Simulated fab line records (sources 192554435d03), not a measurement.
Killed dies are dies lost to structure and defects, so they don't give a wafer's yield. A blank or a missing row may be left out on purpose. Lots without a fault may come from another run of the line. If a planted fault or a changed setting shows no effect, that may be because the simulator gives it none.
A struck lot beside a sound one	flow n5Finfet	14 steps out of a route of 1938
Sound: these wafers, L321.1, L321.4, L321.6. Struck: wafers L326.1, L326.2, L326.6. At the end, the cause is stated.
Per side, at each step with rows, come the tool, then ch with its chambers, and then its first start. Under that, the readings that differ: sound wafers	struck wafers	difference of the means	sigmas: that difference in standard deviations of wafers without a fault.
alike: readings whose means differ by less than 2 such deviations, and words and numbers that are the same on both sides. not compared: withheld readings, readings that some wafer has no value for, bounds like >300 that may hide the same value, and numbers for which the record gives no deviation and whose values overlap.
Wherever a step has rows on one side only, a row that says differs or no value, or a row with sigmas, the two part there. Numbers that have no deviation but don't overlap get no sigmas and don't part them. A reading that every wafer of one side lacks parts them only if that side has two wafers or more.

first, 3 steps without rows for these wafers: N5_SD_EPI_P_PRECLEAN_51 (cleans in NF3:NH3, afs cycles 1, time 20 s, sublimation time 60 s); N5_SD_EPI_P_VAPOR_ETCH_44 (etches SiGe30 in NF3/Ar, time 3.3 s); N5_SD_EPI_P_EPI_21 (deposits SiGe:B, time 355 s).
N5_SD_EPI_P_EPI_MEAS_23:
  sound on filmMetro-01, day 3 21:07; struck on filmMetro-02, day 4 20:41
  alike: thkNm
then, 6 steps without rows for these wafers: N5_SD_EPI_P_HM_STRIP_48 (strips SiNx in H3PO4, material SiNx, target depth 3 nm); N5_SD_EPI_P_SRD_49 (time 30 s); N5_SD_EPI_P_PRECLEAN_24 (cleans in O3/DIW, time 45 s); N5_SD_EPI_P_PRECLEAN_32 (cleans in dHF, time 10 s); N5_SD_EPI_P_PRECLEAN_33 (cleans in SC2, time 45 s); N5_SD_EPI_P_SRD_25 (time 30 s).
N5_SD_EPI_P_INSPECT_26: inspects for defects (darkfield).
  sound on defectInspect-02, day 3 21:17; struck on defectInspect-01, day 4 20:52
  alike: rawDefectCount
N5_SD_ACTIVATION_RTA_00: time 0 s.
  sound on rtpAnneal-02 ch 0, day 3 21:23; struck on rtpAnneal-02 ch 0, day 4 20:53
  alike: lampPowerPct, lamp_zone_4_pct, wafer_temp_C_max
N5_SD_ACTIVATION_LSA_01: time 0.0008 s.
  sound on laserAnneal-02 ch 0, day 3 21:36; struck on laserAnneal-02, day 4 21:05
  no value came back on the struck wafers for timeS (s), wafer_temp_C_max; on the sound wafers timeS (s) reads 0.0008 0.0008 0.0008
after that, 1 step had no rows for these wafers: N5_PASSIVATION_PROBE_49.

## WHERE THEY PART
At N5_SD_ACTIVATION_LSA_01 and nowhere else, as far as this record goes.

WHY: the cause the simulator had injected
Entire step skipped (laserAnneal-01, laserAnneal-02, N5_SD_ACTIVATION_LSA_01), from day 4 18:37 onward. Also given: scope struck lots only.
